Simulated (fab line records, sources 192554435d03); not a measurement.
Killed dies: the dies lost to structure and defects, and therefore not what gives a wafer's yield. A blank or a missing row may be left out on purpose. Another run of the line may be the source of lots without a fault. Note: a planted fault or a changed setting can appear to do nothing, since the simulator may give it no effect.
Chamber matching :: flow n5-finfet :: 3 sister chambers for N5_FIN_SAQP_PECVD_48 on pecvd-04
The step deposits SiNx from SiH4/NH3/N2, target thk 25 nm, time 22.1 s. 14 wafers are shown with their chamber, then 7 later ones without.

## WAFERS, EACH WITH ITS CHAMBER
wafer: L075.1
chamber: 0
throttle-valve-pct (%): 40.5
showerhead-plenum-p-Torr (Torr): 5.21
heater-power-w (W): 759

wafer: L075.2
chamber: 1
throttle-valve-pct (%): 45.1
showerhead-plenum-p-Torr (Torr): 5.18
heater-power-w (W): 605

wafer: L075.4
chamber: 0
throttle-valve-pct (%): 40.2
showerhead-plenum-p-Torr (Torr): 5.23
heater-power-w (W): 764

wafer: L077.1
chamber: 1
throttle-valve-pct (%): 45.4
showerhead-plenum-p-Torr (Torr): 5.17
heater-power-w (W): 698

wafer: L077.3
chamber: 1
throttle-valve-pct (%): 45.5
showerhead-plenum-p-Torr (Torr): 5.18
heater-power-w (W): 719

wafer: L077.5
chamber: 1
throttle-valve-pct (%): 45.1
showerhead-plenum-p-Torr (Torr): 5.18
heater-power-w (W): 685

wafer: L081.2
chamber: 0
throttle-valve-pct (%): 40.5
showerhead-plenum-p-Torr (Torr): 5.23
heater-power-w (W): 674

wafer: L081.4
chamber: 0
throttle-valve-pct (%): 40.3
showerhead-plenum-p-Torr (Torr): 5.22
heater-power-w (W): 679

wafer: L081.6
chamber: 1
throttle-valve-pct (%): 45.1
showerhead-plenum-p-Torr (Torr): 5.18
heater-power-w (W): 711

wafer: L083.2
chamber: 1
throttle-valve-pct (%): 45.4
showerhead-plenum-p-Torr (Torr): 5.19
heater-power-w (W): 679

wafer: L083.4
chamber: 0
throttle-valve-pct (%): 40.3
showerhead-plenum-p-Torr (Torr): 5.22
heater-power-w (W): 753

wafer: L083.6
chamber: 2
throttle-valve-pct (%): 36.6
showerhead-plenum-p-Torr (Torr): 5.14
heater-power-w (W): 777

wafer: L087.1
chamber: 0
throttle-valve-pct (%): 40.7
showerhead-plenum-p-Torr (Torr): 5.23
heater-power-w (W): 729

wafer: L087.2
chamber: 2
throttle-valve-pct (%): 36.8
showerhead-plenum-p-Torr (Torr): 5.14
heater-power-w (W): 688

SIGNATURES (means of the wafers above)
reading: throttle-valve-pct
chamber 0: 40.417
chamber 1: 45.267
chamber 2: 36.700
scatter within a chamber: 0.181

reading: showerhead-plenum-p-Torr
chamber 0: 5.2233
chamber 1: 5.1800
chamber 2: 5.1400
scatter within a chamber: 0.00696

reading: heater-power-w
chamber 0: 726.33
chamber 1: 682.83
chamber 2: 732.50
scatter within a chamber: 43.2
Rule: for a wafer and a chamber, the distance is found by dividing, reading by reading, the gap between the wafer's reading and the chamber's mean by the reading's scatter, squaring, summing and taking the root. The wafer belongs to the nearest chamber; if the next one is less than 2 further off, it can't be placed. The scatter is the square root of a quotient: the sum, over the shown wafers, of each reading's squared deviation from its chamber's mean, divided by wafers minus chambers.

## WAFERS WHOSE CHAMBER IS MISSING
wafer: L087.6
throttle-valve-pct (%): 44.9
showerhead-plenum-p-Torr (Torr): 5.18
heater-power-w (W): 706

wafer: L088.4
throttle-valve-pct (%): 45.5
showerhead-plenum-p-Torr (Torr): 5.18
heater-power-w (W): 589

wafer: L088.5
throttle-valve-pct (%): 40.7
showerhead-plenum-p-Torr (Torr): 5.22
heater-power-w (W): 761

wafer: L088.6
throttle-valve-pct (%): 36.7
showerhead-plenum-p-Torr (Torr): 5.13
heater-power-w (W): 832

wafer: L095.2
throttle-valve-pct (%): 45.2
showerhead-plenum-p-Torr (Torr): 5.18
heater-power-w (W): 645

wafer: L095.3
throttle-valve-pct (%): 40.6
showerhead-plenum-p-Torr (Torr): 5.22
heater-power-w (W): 757

wafer: L095.4
throttle-valve-pct (%): 40.7
showerhead-plenum-p-Torr (Torr): 5.23
heater-power-w (W): 742

## EACH ONE'S CHAMBER
wafer: L087.6
from the rows above: 1
in truth: 1

wafer: L088.4
from the rows above: 1
in truth: 1

wafer: L088.5
from the rows above: 0
in truth: 0

wafer: L088.6
from the rows above: 2
in truth: 2

wafer: L095.2
from the rows above: 1
in truth: 1

wafer: L095.3
from the rows above: 0
in truth: 0

wafer: L095.4
from the rows above: 0
in truth: 0
Placed correctly: 7 of 7. Number that these rows cannot place: 0. Placed wrongly: 0.
